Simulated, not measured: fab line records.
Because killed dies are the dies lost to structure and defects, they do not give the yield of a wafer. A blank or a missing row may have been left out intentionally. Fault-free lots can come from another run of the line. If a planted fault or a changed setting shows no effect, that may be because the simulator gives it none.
fab line records -- flow n5Finfet
record lots=10, wafers=30, lastDay=20
route steps=1938 shown HKMG_FIN@437
lots with no fault: from the same line, run without faults
startH: hours from the record's opening day to when the first of the lot's shown wafers began -- waitH: hours from the lot's prior step to this one -- " repeats the value in the row above -- L1.1+2: a single row standing in for several wafers -- - no value, or no start was given -- * or withheld: withheld -- < > ~ a bound
route shown NAME@n: names a module that has steps shown in the file, with the first one's number in the route -- usual: mean/standard deviation of fault-free wafers -- same: alike in all rows -- chamber/n: place in a boat -- sites: readings site by site -- _std_site: standard deviation of those values -- _edge_site: inner sites' mean taken away from outer sites' mean -- radiusMm: for every site, how far away it sits from the centre of the wafer -- mask NAME#n: copy n -- behind: the tool/chamber that last shaped the wafer -- hold: why the lot went on hold/how many hours it stayed there/how the hold came to an end -- device: the n, p or np transistor that did not switch -- end of line: tests of these same wafers at the route's end -- a step with no rows: only its recipe -- killed: count of dies lost to structure and defects at first sort (not the wafer's yield) -- map: shows each die of a wafer: x if killed, . if not, _ if none is there
set.NAME: the setting as run; set.NAME@STEP: as run at that earlier step -- model.NAME: the simulator's own value behind a step, which no gauge read
the route's steps for a sample of lots (tables are steps, rows are wafers)
services: when a tool's chamber went out of use (startH, in hours from the record's first day, below 0 if earlier), for how many hours, and the reason
## steps
# step N5_HKMG_FIN_STRIP_34
# recipe chemistry=CF4, resist=SiARC, powerW=300, biasPowerW=75, pressureMtorr=50, cf4FlowSccm=150, rfFrequencyHz=6e+07
# usual drypumpMotorCurrentA=5.8/0.41, oesProductAu=0.74/0.058, rfFwdPowerW=293.7/1.4, rfVppV=271.4/1.1, showerheadPlenumPTorr=1.81/0.034, throttleValvePct=13.58/0.16
lot.wafer,tool,chamber,startH,waitH,drypumpMotorCurrentA,oesProductAu,rfFwdPowerW,rfHoursCounterH,rfVppV,showerheadPlenumPTorr,throttleValvePct
L439.3,rieDiel-05,3,76.05,0.0,5.5,0.76,293.6,137,273.6,1.87,13.50
L439.4,rieDiel-05,0,76.05,0.0,6.1,0.78,293.9,97,271.8,1.81,13.51
L439.5,rieDiel-05,3,76.05,0.0,5.5,0.76,292.9,-,274.9,1.87,13.50
L440.2,rieDiel-05,0,83.47,0.0,6.1,0.77,294.1,100,272.1,1.81,13.53
L440.4,rieDiel-05,3,83.47,0.0,5.5,0.76,292.8,140,273.3,1.87,13.51
L440.6,rieDiel-05,0,83.47,0.0,6.2,0.77,294.8,-,270.7,1.81,13.53
L446.1,rieDiel-04,3,116.59,0.0,5.3,0.69,-,199,272.9,1.86,13.79
L446.3,rieDiel-04,0,116.59,0.0,6.0,0.69,296.2,205,271.3,1.78,13.56
L446.4,rieDiel-04,1,116.59,0.0,5.3,0.70,294.6,195,273.4,1.85,13.56
L450.3,rieDiel-04,0,157.90,0.0,6.0,0.68,294.5,213,270.4,1.78,13.58
L450.4,rieDiel-04,0,157.90,0.0,6.0,0.68,295.2,-,270.3,1.78,13.58
L450.6,rieDiel-04,3,157.90,0.0,5.3,0.69,-,-,272.2,1.86,13.81
L452.3,rieDiel-05,1,166.66,0.0,6.3,0.85,291.5,36,269.3,1.76,13.29
L452.4,rieDiel-05,2,166.66,0.0,5.7,0.72,293.9,194,270.5,1.78,13.45
L452.6,rieDiel-05,2,166.66,0.0,5.7,0.72,293.2,-,270.2,1.78,13.46
L456.1,rieDiel-02,2,190.40,0.0,4.9,0.73,295.2,163,273.0,1.79,13.80
L456.3,rieDiel-02,1,190.40,0.0,5.7,0.73,292.8,178,270.9,1.79,13.70
L456.4,rieDiel-02,0,190.40,0.0,6.2,0.83,293.2,63,272.5,1.82,13.42
L458.3,rieDiel-05,1,204.34,0.0,6.3,0.83,292.0,51,271.3,1.76,13.30
L458.5,rieDiel-05,2,204.34,0.0,5.7,0.71,293.9,-,270.7,1.77,13.50
L458.6,rieDiel-05,1,204.34,0.0,6.3,0.83,293.0,-,270.2,1.76,13.30
L460.1,rieDiel-05,2,212.84,0.0,5.7,0.71,295.2,210,270.2,1.77,13.49
L460.4,rieDiel-05,1,212.84,0.0,6.3,0.82,290.8,54,271.3,1.76,13.31
L460.6,rieDiel-05,2,212.84,0.0,5.7,0.71,293.8,-,270.1,1.77,13.50
L459.1,rieDiel-05,2,218.55,0.0,5.7,0.71,294.5,212,271.6,1.77,13.51
L459.2,rieDiel-05,3,218.55,0.0,5.5,0.73,-,182,272.7,1.86,13.62
L459.6,rieDiel-05,3,218.55,0.0,5.5,0.73,-,-,273.1,1.86,13.61
L461.1,rieDiel-04,0,218.98,0.0,6.0,0.67,295.3,240,270.6,1.77,13.63
L461.3,rieDiel-04,3,218.98,0.0,5.4,0.67,-,231,271.6,1.85,13.85
L461.6,rieDiel-04,3,218.98,0.0,5.3,0.68,-,-,272.4,1.85,13.86
# step N5_HKMG_FIN_ETCH_35
# recipe chemistry=N2/H2, target=SOC, targetDepthA=2158, ionEnergyEv=65, biasW=5, sourceW=3000, timeS=243.4, pressureMtorr=30, n2FlowSccm=200, h2FlowSccm=200
# usual drypumpMotorCurrentA=5.8/0.41, n2FlowSccm=200.1/0.63, oesProductAu=0.75/0.062, rfFwdPowerW=2991/9, rfVppV=141.7/0.98, showerheadPlenumPTorr=2.57/0.053, throttleValvePct=17.81/0.18
lot.wafer,tool,chamber,startH,waitH,drypumpMotorCurrentA,n2FlowSccm,oesProductAu,rfFwdPowerW,rfHoursCounterH,rfVppV,showerheadPlenumPTorr,throttleValvePct
L439.3,rieDiel-05,3,76.07,0.0,5.5,200.5,0.77,2977,137,143.1,2.66,17.74
L439.4,rieDiel-05,0,76.07,0.0,6.1,199.6,0.78,3008,97,142.1,2.56,17.81
L439.5,rieDiel-05,3,76.07,0.0,5.5,199.8,0.77,2981,-,142.6,2.66,17.74
L440.2,rieDiel-05,0,83.49,0.0,6.1,199.9,0.78,2995,100,142.1,2.56,17.80
L440.4,rieDiel-05,3,83.49,0.0,5.5,200.8,0.76,2991,140,141.0,2.66,17.75
L440.6,rieDiel-05,0,83.49,0.0,6.1,199.6,0.77,3000,-,142.9,2.56,17.79
L446.1,rieDiel-04,3,116.61,0.0,5.3,201.3,0.70,2974,199,142.8,2.63,18.02
L446.3,rieDiel-04,0,116.61,0.0,6.0,200.8,0.70,2998,205,141.9,2.52,17.78
L446.4,rieDiel-04,1,116.61,0.0,5.4,199.4,0.71,2987,195,142.5,2.63,17.80
L450.3,rieDiel-04,0,157.92,0.0,6.0,198.8,0.69,2990,213,141.5,2.52,17.79
L450.4,rieDiel-04,0,157.92,0.0,6.0,199.5,0.69,2984,-,139.0,2.52,17.79
L450.6,rieDiel-04,3,157.92,0.0,5.4,199.5,0.69,3010,-,140.6,2.62,18.04
L452.3,rieDiel-05,1,166.68,0.0,6.3,199.2,0.87,2995,36,141.1,2.48,17.43
L452.4,rieDiel-05,2,166.68,0.0,5.7,201.9,0.72,2988,194,142.5,2.52,17.66
L452.6,rieDiel-05,2,166.68,0.0,5.7,199.5,0.72,2995,-,142.7,2.52,17.67
L456.1,rieDiel-02,2,190.42,0.0,4.9,200.3,0.74,2992,163,142.3,2.54,18.13
L456.3,rieDiel-02,1,190.42,0.0,5.7,200.1,0.73,2995,178,142.5,2.54,17.97
L456.4,rieDiel-02,0,190.42,0.0,6.2,200.2,0.85,2988,63,141.1,2.57,17.71
L458.3,rieDiel-05,1,204.36,0.0,6.3,200.7,0.85,2988,51,141.6,2.48,17.44
L458.5,rieDiel-05,2,204.36,0.0,5.7,200.6,0.71,3002,-,141.5,2.52,17.69
L458.6,rieDiel-05,1,204.36,0.0,6.3,199.6,0.85,2989,-,141.1,2.48,17.46
L460.1,rieDiel-05,2,212.86,0.0,5.7,200.2,0.71,2981,210,141.0,2.51,17.68
L460.4,rieDiel-05,1,212.86,0.0,6.3,200.7,0.84,2984,54,141.9,2.48,17.44
L460.6,rieDiel-05,2,212.86,0.0,5.7,199.8,0.72,2989,-,141.8,2.52,17.69
L459.1,rieDiel-05,2,218.57,0.0,5.7,200.5,0.71,2984,212,141.4,2.51,17.69
L459.2,rieDiel-05,3,218.57,0.0,5.5,200.2,0.73,3002,183,143.2,2.64,17.80
L459.6,rieDiel-05,3,218.57,0.0,5.4,200.7,0.73,2996,-,142.0,2.64,17.80
L461.1,rieDiel-04,0,219.00,0.0,6.0,200.2,0.66,2998,240,140.9,2.51,17.84
L461.3,rieDiel-04,3,219.00,0.0,5.4,200.8,0.67,2995,231,141.3,2.61,18.09
L461.6,rieDiel-04,3,219.00,0.0,5.3,200.5,0.67,2995,-,141.0,2.61,18.07
# step N5_HKMG_FIN_NWFM_ALD_20
# recipe material=TiAlC, targetThkA=20, tempC=300, aldPrecursorFamily=TiCl4, aldCoReactant=TEA, pulseTimeS=3, purgeTimeS=2, coReactantPurgeTimeS=2, coReactantPulseTimeS=10, aldCycles=7, pressureTorr=3
# usual aldCycles=7/0, heaterPowerW=504/34, precursorPulseHeightRel=0.999/0.021
# same coReactantPulseTimeS=10, coReactantPurgeTimeS=2
lot.wafer,tool,chamber,startH,waitH,aldCycles,heaterPowerW,precursorPulseHeightRel
L439.3,aldMetal-01,2,77.72,0.1,7,457,1.030
L439.4,aldMetal-01,0,77.72,0.1,7,532,1.012
L439.5,aldMetal-01,2,77.72,0.1,7,454,0.990
L440.2,aldMetal-02,1,85.16,0.3,7,510,0.995
L440.4,aldMetal-02,2,85.16,0.3,7,483,1.019
L440.6,aldMetal-02,3,85.16,0.3,7,528,0.994
L446.1,aldMetal-03,0,118.32,0.3,6,490,1.018
L446.3,aldMetal-03,3,118.32,0.3,6,522,1.000
L446.4,aldMetal-03,1,118.32,0.3,6,443,1.000
L450.3,aldMetal-01,3,159.57,0.2,7,529,1.018
L450.4,aldMetal-01,1,159.57,0.2,7,461,0.997
L450.6,aldMetal-01,0,159.57,0.2,7,554,0.993
L452.3,aldMetal-01,0,168.33,0.1,7,535,0.977
L452.4,aldMetal-01,1,168.33,0.1,7,448,1.018
L452.6,aldMetal-01,2,168.33,0.1,7,454,0.935
L456.1,aldMetal-02,1,192.18,0.3,7,506,0.990
L456.3,aldMetal-02,3,192.18,0.3,7,534,1.010
L456.4,aldMetal-02,2,192.18,0.3,7,494,1.011
L458.3,aldMetal-02,0,206.06,0.1,7,509,1.031
L458.5,aldMetal-02,0,206.06,0.1,7,504,0.981
L458.6,aldMetal-02,1,206.06,0.1,7,502,1.009
L460.1,aldMetal-01,0,214.51,0.3,7,552,0.995
L460.4,aldMetal-01,1,214.51,0.3,7,451,1.018
L460.6,aldMetal-01,1,214.51,0.3,7,460,0.988
L459.1,aldMetal-01,2,220.22,0.3,7,459,1.027
L459.2,aldMetal-01,0,220.22,0.3,7,527,0.975
L459.6,aldMetal-01,3,220.22,0.3,7,533,0.993
L461.1,aldMetal-02,3,220.66,0.3,7,548,0.998
L461.3,aldMetal-02,0,220.66,0.3,7,513,1.031
L461.6,aldMetal-02,0,220.66,0.3,7,511,0.993
# step N5_HKMG_FIN_STRIP_90
# recipe chemistry=N2/H2, material=SOC, timeS=20, powerW=500, tempC=40, pressureMtorr=50, rfFrequencyHz=6e+07, biasPowerW=8, h2Frac=0.5, n2FlowSccm=300, h2FlowSccm=300
# usual drypumpMotorCurrentA=5.7/0.45, n2FlowSccm=300.0/0.9, oesProductAu=0.75/0.064, rfFwdPowerW=496.7/1.8, rfVppV=54.2/0.88, showerheadPlenumPTorr=3.39/0.06, throttleValvePct=19.0/0.31
lot.wafer,tool,chamber,startH,waitH,drypumpMotorCurrentA,n2FlowSccm,oesProductAu,rfFwdPowerW,rfHoursCounterH,rfVppV,showerheadPlenumPTorr,throttleValvePct
L439.3,rieDiel-05,1,78.27,0.0,6.3,299.0,0.93,492.0,9,53.6,3.30,18.2
L439.4,rieDiel-05,3,78.27,0.0,5.5,298.1,0.77,495.0,139,55.2,3.51,18.8
L439.5,rieDiel-05,3,78.27,0.0,5.5,298.4,0.76,496.1,-,55.7,3.51,18.8
L440.2,rieDiel-05,1,85.66,0.0,6.3,299.7,0.92,493.0,12,55.5,3.30,18.2
L440.4,rieDiel-05,0,85.66,0.0,6.1,302.5,0.78,495.3,101,55.4,3.38,18.9
L440.6,rieDiel-05,2,85.66,0.0,5.7,299.5,0.75,496.2,-,54.3,3.35,18.8
L446.1,rieDiel-05,2,118.82,0.0,5.7,299.0,0.74,496.3,180,53.7,3.34,18.8
L446.3,rieDiel-05,1,118.82,0.0,6.3,300.5,0.89,495.6,22,53.6,3.29,18.3
L446.4,rieDiel-05,3,118.82,0.0,5.5,299.1,0.75,500.5,149,54.5,3.50,18.8
L450.3,rieDiel-04,0,160.07,0.0,6.0,300.8,0.69,501.2,214,54.1,3.33,19.0
L450.4,rieDiel-04,3,160.07,0.0,5.3,300.6,0.70,498.3,-,53.9,3.46,19.4
L450.6,rieDiel-04,0,160.07,0.0,6.0,300.1,0.68,498.4,-,53.0,3.33,19.0
L452.3,rieDiel-04,0,168.86,0.0,6.0,301.1,0.69,496.7,219,54.3,3.33,19.0
L452.4,rieDiel-04,1,168.86,0.0,5.3,299.5,0.70,497.9,204,53.6,3.47,18.9
L452.6,rieDiel-04,2,168.86,0.0,6.2,300.9,0.75,495.5,-,54.5,3.34,18.9
L456.1,rieDiel-04,1,192.84,0.0,5.4,300.7,0.70,499.1,212,54.3,3.46,19.0
L456.3,rieDiel-04,0,192.84,0.0,6.0,300.2,0.68,495.7,229,52.9,3.32,19.0
L456.4,rieDiel-04,2,192.84,0.0,6.3,300.4,0.74,500.5,188,53.6,3.33,18.9
L458.3,rieDiel-05,2,206.65,0.0,5.7,300.3,0.71,498.4,208,53.5,3.32,18.8
L458.5,rieDiel-05,3,206.65,0.0,5.5,299.7,0.73,495.8,-,54.9,3.48,18.9
L458.6,rieDiel-05,0,206.65,0.0,6.2,299.1,0.74,496.0,-,53.4,3.36,19.0
L460.1,rieDiel-02,3,215.06,0.0,5.8,299.3,0.69,495.6,238,54.6,3.45,19.4
L460.4,rieDiel-02,2,215.06,0.0,4.9,300.3,0.73,500.1,174,54.7,3.34,19.6
L460.6,rieDiel-02,1,215.06,0.0,5.7,298.9,0.71,495.0,-,53.4,3.35,19.1
L459.1,rieDiel-02,3,220.73,0.0,5.8,300.4,0.69,495.9,242,52.4,3.45,19.4
L459.2,rieDiel-02,2,220.73,0.0,4.9,299.3,0.73,495.8,178,53.7,3.34,19.6
L459.6,rieDiel-02,3,220.73,0.0,5.8,299.2,0.69,497.0,-,53.7,3.45,19.4
L461.1,rieDiel-04,2,221.16,0.0,6.3,300.0,0.73,498.5,199,52.9,3.33,18.9
L461.3,rieDiel-04,3,221.16,0.0,5.4,299.0,0.67,496.9,232,54.1,3.45,19.4
L461.6,rieDiel-04,3,221.16,0.0,5.3,299.1,0.67,497.5,-,54.0,3.45,19.4
## services
tool,chamber,startH,hours,kind
aldMetal-01,1,65.44,18.7,repair
rieDiel-02,-,71.96,1.9,repair
aldMetal-01,-,80.07,8.7,pm
rieDiel-02,-,91.19,4.7,repair
aldMetal-03,-,134.16,8.7,pm
rieDiel-04,1,137.43,26.9,repair
rieDiel-04,-,140.31,15.6,pm
rieDiel-02,-,187.57,0.5,repair
aldMetal-02,-,198.58,0.5,repair
aldMetal-02,2,200.19,24.2,repair
rieDiel-05,1,217.15,4.6,repair
rieDiel-02,1,217.15,5.2,repair
## key
firstSign step=N5_HKMG_FIN_NWFM_ALD_20, reading=aldCycles, direction=down, sigmas=99+, usual=*, struck=*
effect none on later readings
metAt N5_HKMG_FIN_NWFM_ALD_20
struckLots L446
testerLeftOut L446
notActingAt N5_HKMG_FIN_STRIP_34,N5_HKMG_FIN_ETCH_35,N5_HKMG_FIN_STRIP_90
fault kind=processParameterDrift, tool=aldMetal-03, chamber=-, onsetH=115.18, steps=N5_HKMG_FIN_NWFM_ALD_20, channel=aldCycles, offset=*, shape=step, endH=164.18, actsIn=*, stated=*
# testerLeftOut: of these lots the tester's yield and bins aren't shown, on N5 and GAA mostly nor the transistor test; their killed dies are dies lost to structure and defects alone, not to doping, threshold or leakage, so they don't give the yield
